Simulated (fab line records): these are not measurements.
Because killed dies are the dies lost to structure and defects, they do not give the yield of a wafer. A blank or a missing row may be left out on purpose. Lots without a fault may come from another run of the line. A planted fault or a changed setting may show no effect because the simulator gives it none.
Which tool is to blame? | flow n5 finfet | Sampling: 11 lots, 33 wafers, 3 of 1938 route steps

## WHAT EACH GAUGE READ, for each wafer
N5_PASSIVATION_OVL_MEAS_66. Usual: PASS_OPEN_OVL gives -2 nm (standard deviation 4.4).
lot  | measured     | on         | PASS_OPEN_OVL (nm) | flag
L874 | day 11 21:21 | overlay-02 | -2 -1 -2           |
L875 | day 12 08:55 | overlay-02 | -6 -1 -7           |
L877 | day 12 14:07 | overlay-02 | 3 -1 -1            |
L881 | day 13 14:05 | overlay-02 | -7 -1 -12          |
L885 | day 14 11:11 | overlay-02 | -5 -2 -9           |
L887 | day 15 06:55 | overlay-02 | -8 3 2             |
L891 | day 16 10:59 | overlay-02 | -6 -6 -6           |
L892 | day 16 11:11 | overlay-01 | -7 -9 -2           |
L893 | day 16 21:30 | overlay-01 | -4 -5 -2           |
L897 | day 17 19:37 | overlay-02 | -9 -7 -5           |
L896 | day 17 18:43 | overlay-02 | 3 0 3              |

## EACH LOT AND THE TOOL THAT RAN IT (in order: tool; ch and the chambers of the sampled wafers; start)
lot  | N5_BEOL_M10_ETCH_41                | N5_PASSIVATION_ETCH_15
L874 | rie diel-03 ch 2,3, day 9 13:53    | rie diel-04 ch 1,2,3, day 11 21:21 or earlier
L875 | rie diel-03 ch 1,2,3, day 10 04:43 | rie diel-01 ch 0,1,2, day 12 08:55 or earlier
L877 | rie diel-03 ch 2,3, day 10 11:55   | rie diel-04 ch 0,1, day 12 14:07 or earlier
L881 | rie diel-06 ch 0,2,3, day 11 22:21 | rie diel-04 ch 0,1,2, day 13 14:05 or earlier
L885 | rie diel-03 ch 0,2,3, day 12 11:53 | rie diel-05 ch 0,1,3, day 14 11:11 or earlier
L887 | rie diel-02 ch 0,2,3, day 13 10:32 | rie diel-01 ch 0,1,2, day 15 06:55 or earlier
L891 | rie diel-06 ch 0,1,2, day 14 10:56 | rie diel-01 ch 0,2, day 16 10:59 or earlier
L892 | rie diel-06 ch 0,2,3, day 14 12:29 | rie diel-01 ch 1,3, day 16 11:11 or earlier
L893 | rie diel-03 ch 1,2,3, day 14 23:53 | rie diel-04 ch 0,2,3, day 16 21:30 or earlier
L897 | rie diel-02 ch 0,3, day 15 15:37   | rie diel-01 ch 0,1,3, day 17 19:37 or earlier
L896 | rie diel-03 ch 0,1,2, day 15 15:43 | rie diel-01 ch 0,1,2, day 17 18:43 or earlier
- N5_BEOL_M10_ETCH_41: etches SiCN in CH3F/O2, target depth 42.6 nm, time 86 s.
- N5_PASSIVATION_ETCH_15: etches SiCN in CF4/N2, target depth 75 nm, time 81.2 s.

## AS READ BY THE TOOLS THEMSELVES (means over the sampled wafers that have a number; for cases with no such wafer, the mark the record gives instead)
N5_BEOL_M10_ETCH_41. Usual: CH3F_flow_sccm 29.99 sccm, standard deviation 0.085; chamber pressure mTorr 29.998 mTorr, standard deviation 0.027; drypump motor current A 5.61 A, standard deviation 0.29; mfc ar sccm 150.0 sccm, standard deviation 0.48; oes product au 0.80 a.u., standard deviation 0.077; rf vpp V 296.8 V, standard deviation 1.4; showerhead plenum p Torr 1.97 Torr, standard deviation 0.061; throttle valve pct 16.26 %, standard deviation 0.24.
lot  | tool        | CH3F_flow_sccm (sccm) | chamber pressure mTorr (mTorr) | drypump motor current A (A) | mfc ar sccm (sccm) | oes product au (a.u.) | rf vpp V (V) | showerhead plenum p Torr (Torr) | throttle valve pct (%) | flag
L874 | rie diel-03 | 30.07                 | 29.975                         | 5.78                        | 150.6              | 0.82                  | 298.0        | 2.01                            | 16.17                  |
L875 | rie diel-03 | 29.97                 | 30.002                         | 5.61                        | 149.9              | 0.79                  | 296.6        | 1.97                            | 16.19                  |
L877 | rie diel-03 | 29.93                 | 29.991                         | 5.76                        | 149.7              | 0.80                  | 297.8        | 2.01                            | 16.18                  |
L881 | rie diel-06 | 30.03                 | 30.028                         | 5.83                        | 150.4              | 0.78                  | 295.9        | 1.95                            | 16.31                  |
L885 | rie diel-03 | 29.96                 | 29.967                         | 5.57                        | 150.0              | 0.82                  | 296.6        | 2.02                            | 16.11                  |
L887 | rie diel-02 | 30.06                 | 29.980                         | 5.70                        | 150.0              | 0.82                  | 296.2        | 1.92                            | 16.27                  |
L891 | rie diel-06 | 29.98                 | 30.017                         | 5.64                        | 150.2              | 0.81                  | 296.9        | 1.98                            | 16.22                  |
L892 | rie diel-06 | 29.98                 | 29.988                         | 5.83                        | 150.0              | 0.83                  | 297.6        | 2.02                            | 16.18                  |
L893 | rie diel-03 | 29.99                 | 30.016                         | 5.64                        | 150.1              | 0.75                  | 296.9        | 1.96                            | 16.26                  |
L897 | rie diel-02 | 29.94                 | 29.986                         | 5.75                        | 150.0              | 0.87                  | 297.7        | 2.00                            | 16.19                  |
L896 | rie diel-03 | 29.97                 | 30.000                         | 5.34                        | 149.7              | 0.81                  | 296.2        | 1.99                            | 16.13                  |

N5_PASSIVATION_ETCH_15. Usual: cf4 flow sccm 59.97 sccm, standard deviation 0.18; chamber pressure mTorr 40.00 mTorr, standard deviation 0.036; drypump motor current A 5.7 A, standard deviation 0.37; mfc ar sccm 100.1 sccm, standard deviation 0.33; oes product au 0.80 a.u., standard deviation 0.07; rf vpp V 382.8 V, standard deviation 1.5; showerhead plenum p Torr 2.23 Torr, standard deviation 0.05; throttle valve pct 15.34 %, standard deviation 0.19.
lot  | tool        | cf4 flow sccm (sccm) | chamber pressure mTorr (mTorr) | drypump motor current A (A) | mfc ar sccm (sccm) | oes product au (a.u.) | rf vpp V (V) | showerhead plenum p Torr (Torr) | throttle valve pct (%) | flag
L874 | rie diel-04 | 59.83                | 40.03                          | 5.7                         | 100.1              | 0.81                  | 383.0        | 2.24                            | 15.25                  |
L875 | rie diel-01 | 60.09                | 40.01                          | 5.7                         | 100.3              | 0.87                  | 382.1        | 2.22                            | 15.40                  |
L877 | rie diel-04 | 59.96                | 39.99                          | 5.1                         | 100.2              | 0.72                  | 384.1        | 2.27                            | 15.36                  |
L881 | rie diel-04 | 59.86                | 40.02                          | 5.4                         | 99.9               | 0.77                  | 384.4        | 2.25                            | 15.41                  |
L885 | rie diel-05 | 59.88                | 40.00                          | 5.5                         | 100.0              | 0.76                  | 383.3        | 2.26                            | 15.26                  |
L887 | rie diel-01 | 60.00                | 39.99                          | 5.7                         | 100.2              | 0.83                  | 381.8        | 2.21                            | 15.45                  |
L891 | rie diel-01 | 60.11                | 40.01                          | 5.7                         | 99.7               | 0.83                  | 381.6        | 2.15                            | 15.51                  |
L892 | rie diel-01 | 59.87                | 39.99                          | 5.9                         | 99.7               | 0.79                  | 384.1        | 2.26                            | 15.39                  |
L893 | rie diel-04 | 60.06                | 39.96                          | 5.8                         | 100.3              | 0.77                  | 382.6        | 2.23                            | 15.44                  |
L897 | rie diel-01 | 60.03                | 40.03                          | 5.8                         | 100.0              | 0.81                  | 382.0        | 2.21                            | 15.31                  |
L896 | rie diel-01 | 60.09                | 39.98                          | 5.7                         | 100.2              | 0.80                  | 382.5        | 2.20                            | 15.49                  |

## THE ANSWER, worked out from the rows above alone
Rule: take the mean of a lot's wafers that have a number; if it is more than 3 standard deviations from the usual mean, the lot is off. Also off: a lot with no number at a reading for which 4 or more lots have one. All remaining lots with rows at the step are treated as sound. First the gauges in route order, then the tools' own readings, where a lot's mean is used as printed above. At the first step where some lot is off, the reading lying furthest off is the one used; lots without a number count as furthest.
Across all readings shown, no lot is off: no conclusion can be drawn from this.

## WHAT HAD BEEN PUT IN BY THE SIMULATOR
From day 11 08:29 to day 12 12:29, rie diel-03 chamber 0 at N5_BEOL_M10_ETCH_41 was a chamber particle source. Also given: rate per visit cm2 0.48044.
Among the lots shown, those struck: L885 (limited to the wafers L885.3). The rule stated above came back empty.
